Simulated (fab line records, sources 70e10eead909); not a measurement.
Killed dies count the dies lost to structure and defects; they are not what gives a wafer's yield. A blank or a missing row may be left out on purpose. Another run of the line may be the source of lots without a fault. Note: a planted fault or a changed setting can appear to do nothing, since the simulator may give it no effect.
Which of the tools did it? | flow nand-harc | 13 lots (39 wafers sampled), 1 step of a 1159-step route

WHAT EACH GAUGE READ, for each wafer
NHARC_A_CHANNEL_HOLE_D1_INSPECT_12. Usual: raw-defect-count 5.9, standard deviation 3.
lot  | measured     | on                | raw-defect-count | flag
L146 | day 8 12:48  | defect-inspect-01 | 6 9 4            |
L145 | day 8 14:36  | defect-inspect-01 | 2 8 6            |
L148 | day 8 20:15  | defect-inspect-01 | 2 6 9            |
L147 | day 8 21:28  | defect-inspect-01 | 5 9 10           |
L150 | day 9 15:03  | defect-inspect-01 | 2 4 3            |
L149 | day 9 15:21  | defect-inspect-02 | 10 4 9           |
L153 | day 10 03:47 | defect-inspect-01 | 4 4 3            |
L151 | day 10 04:10 | defect-inspect-01 | 3 4 5            |
L155 | day 10 21:08 | defect-inspect-01 | 9 8 5            |
L158 | day 12 02:15 | defect-inspect-02 | 6 4 3            |
L159 | day 12 02:34 | defect-inspect-02 | 7 7 3            |
L165 | day 13 14:22 | defect-inspect-01 | 2 4 6            |
L167 | day 13 14:32 | defect-inspect-01 | 6 10 1           |

WHICH TOOL RAN EACH LOT (tool, then ch and the chambers of the sampled wafers, then the start)
The record holds no process step before these readings.

AS READ BY THE TOOLS THEMSELVES (means over the sampled wafers that have a number; for cases with no such wafer, the mark the record gives instead)
The record holds no such reading with a usual standard deviation.

THE ANSWER, worked out from the rows above alone
Rule: a lot is off if the mean of its wafers that have a number lies more than 3 standard deviations from the usual mean. A lot without any number at a reading at which 4 lots or more have one is off too. Where the step has rows for the other lots, those lots are counted as sound. After the gauges, taken in route order, come the tools' own readings; for these a lot's mean is taken, as printed above. At the first step where some lot is off, the reading lying furthest off is the one used; lots without a number count as furthest.
No lot is off at any reading shown: from this, nothing can be told.

WHAT HAD BEEN PUT IN BY THE SIMULATOR
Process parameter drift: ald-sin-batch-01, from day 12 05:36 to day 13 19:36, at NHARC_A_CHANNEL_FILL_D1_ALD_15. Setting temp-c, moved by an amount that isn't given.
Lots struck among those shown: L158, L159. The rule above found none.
